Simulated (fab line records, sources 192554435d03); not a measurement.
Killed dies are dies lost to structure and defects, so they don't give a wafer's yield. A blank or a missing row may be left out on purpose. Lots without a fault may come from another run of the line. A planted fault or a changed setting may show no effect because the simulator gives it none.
A struck lot beside a sound one | flow n5_finfet | 15 steps out of a route of 1938
Sound: wafers L105.1, L105.2, L105.3. Struck: wafer L117.3. (L117.2, L117.4 of the same lot were not struck and are left out.) The cause comes at the end.
At each step with rows: each side's tool, then ch and its chambers, then its first start. Under that, the readings that differ: sound wafers | struck wafers | difference of the means | sigmas: that difference in standard deviations of wafers without a fault.
alike: readings whose means differ by less than 2 such deviations, and words and numbers that are the same on both sides. not compared: withheld readings, readings that some wafer has no value for, bounds like >300 that may hide the same value, and numbers for which the record gives no deviation and whose values overlap.
The two part at a step that has a row with sigmas, a row that says differs or no value, or rows on one side only. Numbers that don't overlap but have no deviation are shown without sigmas and don't part them. A reading that every wafer of one side lacks parts them only if that side has two wafers or more.

first, 3 steps without rows for these wafers: N5_SD_EPI_P_PRECLEAN_32 (cleans in dHF, time 10 s); N5_SD_EPI_P_PRECLEAN_33 (cleans in SC2, time 45 s); N5_SD_EPI_P_SRD_25 (time 30 s).
N5_SD_EPI_P_INSPECT_26: inspects for defects (darkfield).
  sound on defect_inspect-01, day 3 22:53; struck on defect_inspect-01, day 7 00:42
  alike: raw_defect_count
N5_SD_ACTIVATION_RTA_00: time 0 s.
  sound on rtp_anneal-01 ch 0, day 3 22:55; struck on rtp_anneal-02 ch 0, day 7 00:52
  alike: lamp_power_pct, wafer_temp_C_max
N5_SD_ACTIVATION_LSA_01: time 0.0008 s.
  sound on laser_anneal-01 ch 0, day 3 23:07; struck on laser_anneal-02 ch 0, day 7 01:04
  alike: wafer_temp_C_max
N5_SD_ACTIVATION_RS_MEAS_03: measures by four-point-probe.
  sound on film_metro-02, day 3 23:20; struck on film_metro-02, day 7 01:16
  alike: RS_SD_N, RS_SD_P
N5_SD_ACTIVATION_INSPECT_02: inspects for defects (darkfield).
  sound on defect_inspect-01, day 3 23:39; struck on defect_inspect-01, day 7 01:34
  alike: raw_defect_count
N5_ILD0_LINER_00: material SiNx, target thk 4 nm, pulse time 1 s, purge time 2 s.
  sound on ald_sin-04 ch 0,1,2, day 3 23:58; struck on ald_sin-01 ch 1, day 7 01:52
  alike: heater_power_w, precursor_pulse_height_rel
then, 2 steps without rows for these wafers: N5_ILD0_FCVD_FILL_01 (material SiO2 flowable, target thk 200 nm, time 328.3 s); N5_ILD0_CURE_02 (time 1800 s).
N5_ILD0_CMP_03: polishes, stops on SiNx, t overpolish 1.9 s, target thk 197.38 nm.
  sound on cmp-02 ch 0,1,3, day 4 02:47; struck on cmp-02 ch 1, day 7 04:14
  reading          | sound             | struck | difference | sigmas
  platen_rpm (rpm) | 51.78 51.77 51.75 | 49.67  | -2.10      | -57
  alike: motor_current_A, overpolish_run_s, time_to_endpoint_s
N5_ILD0_THK_MEAS_04:
  sound on film_metro-02, day 4 03:04; struck on film_metro-02, day 7 04:32
  alike: thk_nm
-- the record jumps here: 5 days lie between the struck wafers' starts before and after (it left off in module ILD0 and takes up again in module BEOL_M4, whose first step shown is number 1111 of the route) --
N5_BEOL_M4_RC_MEAS_101:
  sound on prober-02 ch 0, day 9 11:38; struck on prober-02 ch 0, day 11 18:33
  alike: DIBL_N, DIBL_P, IOFF_N, IOFF_P, ION_N, ION_P, SS_N, SS_P, VT_N, VT_P
then, 1 step without rows for these wafers: N5_PASSIVATION_PROBE_49.

WHERE THEY PART
Only at N5_ILD0_CMP_03, within this record. Later steps at which nothing parts them and some readings are alike: N5_ILD0_THK_MEAS_04, N5_BEOL_M4_RC_MEAS_101.

WHY: what the simulator had put in
Process parameter drift: cmp-02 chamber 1, from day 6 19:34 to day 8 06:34, at N5_ILD0_CMP_03. Setting platen_rpm, moved by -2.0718, from 51.796. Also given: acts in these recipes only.
